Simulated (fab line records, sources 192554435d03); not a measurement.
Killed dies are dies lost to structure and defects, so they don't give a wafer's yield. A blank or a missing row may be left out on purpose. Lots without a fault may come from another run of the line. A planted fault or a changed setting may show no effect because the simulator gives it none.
A struck lot beside a sound one | flow n5_finfet | 15 steps out of a route of 1938
Sound: wafers L801.1, L801.4, L801.6. Struck: wafer L809.3. (L809.6 of the same lot was not struck and is left out.) The cause comes at the end.
At each step with rows: each side's tool, then ch and its chambers, then its first start. Under that, the readings that differ: sound wafers | struck wafers | difference of the means | sigmas: that difference in standard deviations of wafers without a fault.
alike: readings whose means differ by less than 2 such deviations, and words and numbers that are the same on both sides. not compared: withheld readings, readings that some wafer has no value for, bounds like >300 that may hide the same value, and numbers for which the record gives no deviation and whose values overlap.
The two part at a step that has a row with sigmas, a row that says differs or no value, or rows on one side only. Numbers that don't overlap but have no deviation are shown without sigmas and don't part them. A reading that every wafer of one side lacks parts them only if that side has two wafers or more.

first, 8 steps without rows for these wafers: N5_BEOL_M10_COAT_59 (time 60 s, resist thk 100 nm); N5_BEOL_M10_COAT_60 (time 60 s, resist thk 30 nm); N5_BEOL_M10_COAT_05 (resist thk 90 nm); N5_BEOL_M10_EBR_07; N5_BEOL_M10_SOFTBAKE_06 (time 60 s); N5_BEOL_M10_EXPOSE_08 (exposes mask M10); N5_BEOL_M10_PEB_09 (peb time 60 s); N5_BEOL_M10_DEVELOP_10 (develop time 30 s).
N5_BEOL_M10_CD_MEAS_11: target cd 64.1 nm.
  sound on cd_sem-01 ch 0, day 11 00:41; struck on cd_sem-02 ch 0, day 13 02:24
  reading    | sound          | struck | difference | sigmas
  cd_nm (nm) | 63.3 63.2 63.1 | 64.8   | +1.6       | +3
N5_BEOL_M10_OVL_MEAS_12:
  sound on overlay-02 ch 0, day 11 00:43; struck on overlay-01 ch 0, day 13 02:25
  alike: M10_OVL
N5_BEOL_M10_INSPECT_13: inspects for defects (brightfield).
  sound on defect_inspect-02, day 11 00:44; struck on defect_inspect-02, day 13 02:27
  alike: raw_defect_count
N5_BEOL_M10_DESCUM_16: chemistry O2, time 7.9 s.
  sound on rie_diel-01 ch 0,1,2, day 11 01:01; struck on rie_diel-01 ch 2, day 13 02:38
  alike: drypump_motor_current_A, oes_product_au, rf_vpp_V, showerhead_plenum_p_Torr, throttle_valve_pct
  not compared: rf_hours_counter_h
N5_BEOL_M10_ETCH_61: etches SiARC in CF4, target depth 39 nm, time 65 s.
  sound on rie_diel-01 ch 0,1,2, day 11 01:04; struck on rie_diel-01 ch 2, day 13 02:40
  reading               | sound          | struck | difference | sigmas
  etch_rf_on_time_s (s) | 62.5 63.3 63.9 | 40.4   | -22.8      | -15
  oes_product_au (a.u.) | 0.85 0.77 0.74 | 1.06   | +0.27      | +5
  alike: drypump_motor_current_A, rf_vpp_V, showerhead_plenum_p_Torr, throttle_valve_pct
  not compared: rf_hours_counter_h
N5_BEOL_M10_ETCH_62: etches SOC in N2/H2, target depth 110 nm, overetch 22 nm, time 165 s.
  sound on rie_diel-01 ch 0,1,2, day 11 01:07; struck on rie_diel-01 ch 2, day 13 02:43
  alike: drypump_motor_current_A, h2_flow_sccm, n2_flow_sccm, oes_product_au, rf_vpp_V, showerhead_plenum_p_Torr, throttle_valve_pct
  not compared: rf_hours_counter_h
N5_PASSIVATION_PROBE_49:
  the record has rows for the sound wafers here (prober-02, day 13 16:42) and none for the struck ones

WHERE THEY PART
First at N5_BEOL_M10_CD_MEAS_11; last, within this record, at N5_PASSIVATION_PROBE_49.

WHY: what the simulator had put in
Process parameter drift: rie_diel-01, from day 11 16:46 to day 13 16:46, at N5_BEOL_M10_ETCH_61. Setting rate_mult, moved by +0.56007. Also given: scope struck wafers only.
